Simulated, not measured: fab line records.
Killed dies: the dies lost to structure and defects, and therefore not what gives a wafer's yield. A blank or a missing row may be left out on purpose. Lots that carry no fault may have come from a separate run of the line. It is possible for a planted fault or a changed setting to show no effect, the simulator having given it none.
2 desks looking at one fault	flow n5_finfet	every desk sees just its own numbers, and what lay behind them comes last

FOR THE TOOL OWNER'S DESK: pvd_sputter-01
The tool's own readings at N5_BEOL_M14_SPUTTER_44 (material Ta, target thk 15 nm, time 24.19 s): means of the sampled wafers that have a number, for each lot that ran on this tool. Any lot whose mean is over 4 standard deviations away from the usual mean is out of limits and marked OUT; that distance is given in the brackets.
Columns: A = cathode_dc_power_W at N5_BEOL_M14_SPUTTER_44, usual 15000 W; B = throttle_valve_pct at N5_BEOL_M14_SPUTTER_44, usual 29.7 %
lot	first seen here	A	B
L272	day 15 06:19	13706 (-99 or more) OUT	31.2
L285	day 18 06:40	15001	30.1
This desk finds L272 out of limits, L272 being first, at day 15 06:19 (cathode_dc_power_W at N5_BEOL_M14_SPUTTER_44). L285: within limits.

METROLOGY DESK
What the gauges read for every lot (on any tool): the sampled wafers with a number, averaged. Any lot whose mean is over 4 standard deviations away from the usual mean is out of limits and marked OUT; that distance is given in the brackets.
Columns: A = trench_depth_nm at N5_BEOL_M14_OCD_MEAS_35, usual 560 nm; B = M14_THK at N5_BEOL_M14_THK_MEAS_50, usual 565 nm
lot	first seen here	A	B
L264	day 13 05:56	579	588
L272	day 15 03:55	572	573
L278	day 16 03:19	539	541
L285	day 18 02:22	567	576
L286	day 18 15:23	549	552
Result from this desk: across the 5 lots, nothing is out of limits.

BROUGHT TOGETHER
The tool owner's desk could have raised an alarm at day 15 06:19, on L272.
Metrology desk: nothing out of limits seen.
The metrology desk holds a record of L272, inside its limits.
Every lot named ran N5_BEOL_M14_SPUTTER_44 on pvd_sputter-01.

WHAT THE SIMULATOR PUT IN
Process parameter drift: pvd_sputter-01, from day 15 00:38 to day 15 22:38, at N5_BEOL_M14_SPUTTER_44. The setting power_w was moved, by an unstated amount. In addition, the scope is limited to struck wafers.
Shown lots that were struck: L272.
Each desk's first reading out of limits, in hours after the fault started: the tool owner's desk, 6.
